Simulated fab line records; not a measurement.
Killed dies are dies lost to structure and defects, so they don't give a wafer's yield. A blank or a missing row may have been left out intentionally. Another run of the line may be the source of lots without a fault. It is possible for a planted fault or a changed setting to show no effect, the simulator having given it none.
Chamber matching | flow nandHarc | aldHk-04 running NHARC_A_CHANNEL_FILL_D1_ALD_14: 4 sister chambers
The step deposits SiO2, target thk 2.5 nm, pulse time 10 s, ald cycles 25. 8 wafers are shown with their chamber, then 8 later ones without.

## EACH WAFER AND ITS CHAMBER
wafer  | chamber | heaterPowerW (W) | susceptorTempC (C)
L699.1 | 2       | 473              | 300.42
L700.2 | 0       | 425              | 299.80
L701.1 | 1       | 541              | 299.93
L701.5 | 2       | 465              | 300.08
L702.2 | 3       | 465              | 299.98
L702.5 | 0       | 429              | 300.12
L702.6 | 3       | 480              | 299.77
L704.2 | 1       | 547              | 299.83

## WAFERS WITHOUT THEIR CHAMBER
wafer  | heaterPowerW (W) | susceptorTempC (C)
L704.3 | 428              | 299.70
L704.4 | 473              | 300.39
L708.1 | 466              | 299.78
L708.3 | 471              | 300.03
L708.4 | 534              | 300.05
L709.2 | 440              | 300.05
L709.4 | 526              | 299.87
L709.6 | 537              | 300.13

## WHICH CHAMBER EACH WENT THROUGH
wafer  | from the rows above     | in truth
L704.3 | 0                       | 0
L704.4 | can't be placed: 2 or 3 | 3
L708.1 | can't be placed: 3 or 2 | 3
L708.3 | can't be placed: 3 or 2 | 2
L708.4 | 1                       | 1
L709.2 | 0                       | 0
L709.4 | 1                       | 1
L709.6 | 1                       | 1
5 of 8 placed correctly. Cannot be placed on the basis of these rows: 3; the candidates contain the true chamber in 3. Placed wrongly: 0.
How it was worked out, from the rows above alone: a wafer's distance from a chamber is the root of the sum, over the readings, of the square of ((its reading less the chamber's mean) divided by the reading's scatter). If the next closest chamber is less than 2 further off than the closest, the wafer can't be placed; otherwise it belongs to the closest. For every chamber, the mean is computed from those of its wafers that are shown. The scatter: take each reading less its chamber's mean, square it, sum over the shown wafers, divide by the number of wafers less the number of chambers, and take the root.
